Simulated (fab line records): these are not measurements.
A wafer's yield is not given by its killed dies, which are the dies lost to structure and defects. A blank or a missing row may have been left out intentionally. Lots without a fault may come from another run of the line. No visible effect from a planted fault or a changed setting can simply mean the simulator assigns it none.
A lot that was struck, set against a sound lot    flow n5_finfet    15 out of 1938 route steps
Sound: these wafers, L325.2, L325.3, L325.5. Struck: wafer L336.3; the same lot's L336.5 was not struck, so it is left out; see the end for the cause.
At each step with rows: each side's tool, then ch and its chambers, then its first start. Under that, the readings that differ: sound wafers    struck wafers    difference of the means    sigmas: that difference in standard deviations of wafers without a fault.
alike: readings whose means differ by less than 2 such deviations, and words and numbers that are the same on both sides. not compared: withheld readings, readings that some wafer has no value for, bounds like >300 that may hide the same value, and numbers for which the record gives no deviation and whose values overlap.
A row with sigmas, a row that says differs or no value, or rows on one side alone: a step with any of these is where the two part. When numbers do not overlap yet have no deviation, they are printed without sigmas and do not part them. Lack of a reading on every wafer of one side parts them only where that side has two or more wafers.

first, 9 steps without rows for these wafers: N5_BEOL_M5_COAT_59 (time 60 s, resist thk 60 nm); N5_BEOL_M5_COAT_60 (time 60 s, resist thk 12 nm); N5_BEOL_M5_COAT_71 (time 60 s, resist thk 5 nm); N5_BEOL_M5_COAT_05 (resist thk 30 nm); N5_BEOL_M5_EBR_07; N5_BEOL_M5_SOFTBAKE_06 (time 60 s); N5_BEOL_M5_EXPOSE_08 (exposes mask M5, target cd 28 nm); N5_BEOL_M5_PEB_09 (peb time 60 s); N5_BEOL_M5_DEVELOP_10 (develop time 30 s).
N5_BEOL_M5_CD_MEAS_11: the cd target is 27.74 nm.
  sound on cd_sem-03 ch 0, day 7 22:22; struck on cd_sem-02 ch 0, day 11 12:13
  alike: cd_nm
N5_BEOL_M5_OVL_MEAS_12:
  sound on overlay-01 ch 0, day 7 22:25; struck on overlay-02 ch 0, day 11 12:15
  alike: M5_OVL
N5_BEOL_M5_INSPECT_13: inspects for defects (brightfield).
  sound on defect_inspect-02, day 7 22:28; struck on defect_inspect-01, day 11 12:18
  alike: raw_defect_count
N5_BEOL_M5_DESCUM_16: chemistry O2, time 7 s.
  sound on rie_diel-01 ch 0,3, day 7 22:30; struck on rie_diel-02 ch 1, day 11 12:26
reading                                       sound       struck  difference  sigmas
model.CAR-EUV_of_BEOL_M5_COAT_05.thk_nm (nm)  26 26.2 26  27.2    +1.1        
  alike: drypump_motor_current_A, oes_product_au, rf_vpp_V, showerhead_plenum_p_Torr, throttle_valve_pct
  not compared: rf_hours_counter_h
N5_BEOL_M5_ETCH_72: etches underlayer in N2/H2, target depth 6.5 nm, time 5.2 s.
  sound on rie_diel-01 ch 0,3, day 7 22:32; struck on rie_diel-02 ch 1, day 11 12:28
  alike: bias_w, drypump_motor_current_A, etch_rf_on_time_s, oes_product_au, rf_vpp_V, showerhead_plenum_p_Torr, throttle_valve_pct
  not compared: rf_hours_counter_h
-- a jump in the record: the struck wafers' starts before and after are 4 days apart (it breaks off in module BEOL_M5 and resumes in module PASSIVATION, where the first step shown is number 1936 of the route) --
N5_PASSIVATION_PROBE_49:
  sound on prober-02, day 11 14:10; struck on prober-01, day 15 12:41
reading                   sound           struck  difference  sigmas
defect_limited_yield (%)  91.5 91.4 90.9  94.7    +3.4        +2
killed_at_M0_to_M3        46 47 26        15      -25         -2
killed_dies               100 102 107     63      -40         -2
killed_open               74 62 85        40      -34         -3
sort_bin_5_function (%)   5.5 5.4 5.8     3.1     -2.5        -3
sort_n_pass               1080 1078 1073  1117    +40         +2
sort_yield_pct (%)        91.5 91.4 90.9  94.7    +3.4        +2
  alike: killed_at_M4_up, killed_at_contacts, killed_at_front_end, killed_at_other, killed_on_rim, killed_short, sort_bin_6_memory

== WHERE THEY PART ==
Only at N5_PASSIVATION_PROBE_49, within this record.

WHY: what had been put in by the simulator
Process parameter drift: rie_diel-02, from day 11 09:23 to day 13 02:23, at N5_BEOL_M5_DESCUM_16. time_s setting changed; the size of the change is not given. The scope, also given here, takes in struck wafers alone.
